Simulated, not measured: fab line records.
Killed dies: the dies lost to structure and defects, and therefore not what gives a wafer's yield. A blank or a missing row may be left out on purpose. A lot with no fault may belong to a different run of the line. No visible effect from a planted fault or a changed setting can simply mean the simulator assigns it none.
Chamber matching :: flow nand-harc :: rie-si-05 running NHARC_THIN_TSV_ETCH_15: 4 sister chambers
The step target depth 3000 nm, bosch target overetch cycles 2, bosch etch step 2.8 s. 8 wafers are shown with their chamber, then 8 later ones without.

## WAFERS, EACH WITH ITS CHAMBER
wafer: L897.5
chamber: 1
drypump-motor-current-A (A): 5.67

wafer: L896.5
chamber: 1
drypump-motor-current-A (A): 5.68

wafer: L903.4
chamber: 3
drypump-motor-current-A (A): 5.30

wafer: L903.6
chamber: 0
drypump-motor-current-A (A): 6.26

wafer: L904.1
chamber: 3
drypump-motor-current-A (A): 5.29

wafer: L904.3
chamber: 2
drypump-motor-current-A (A): 5.26

wafer: L904.5
chamber: 2
drypump-motor-current-A (A): 5.26

wafer: L909.1
chamber: 0
drypump-motor-current-A (A): 6.27

## WAFERS MISSING THEIR CHAMBER
wafer: L909.5
drypump-motor-current-A (A): 6.22

wafer: L909.6
drypump-motor-current-A (A): 5.68

wafer: L910.1
drypump-motor-current-A (A): 5.32

wafer: L910.3
drypump-motor-current-A (A): 6.26

wafer: L910.6
drypump-motor-current-A (A): 5.66

wafer: L917.3
drypump-motor-current-A (A): 5.29

wafer: L917.5
drypump-motor-current-A (A): 5.69

wafer: L917.6
drypump-motor-current-A (A): 5.27

## EACH ONE'S CHAMBER
wafer: L909.5
from the rows above: 0
in truth: 0

wafer: L909.6
from the rows above: 1
in truth: 1

wafer: L910.1
from the rows above: 3
in truth: 3

wafer: L910.3
from the rows above: 0
in truth: 0

wafer: L910.6
from the rows above: 1
in truth: 1

wafer: L917.3
from the rows above: 3
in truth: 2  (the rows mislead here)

wafer: L917.5
from the rows above: 1
in truth: 1

wafer: L917.6
from the rows above: 2
in truth: 2
Correctly placed: 7 of 8. Not placeable from these rows: 0. Placed wrongly: 1.
How it was worked out, from the rows above alone: a wafer's distance from a chamber is the root of the sum, over the readings, of the square of ((its reading less the chamber's mean) divided by the reading's scatter). If the next closest chamber is less than 2 further off than the closest, the wafer can't be placed; otherwise it belongs to the closest. A chamber's mean is the mean of its shown wafers. The scatter: take each reading less its chamber's mean, square it, sum over the shown wafers, divide by the number of wafers less the number of chambers, and take the root.
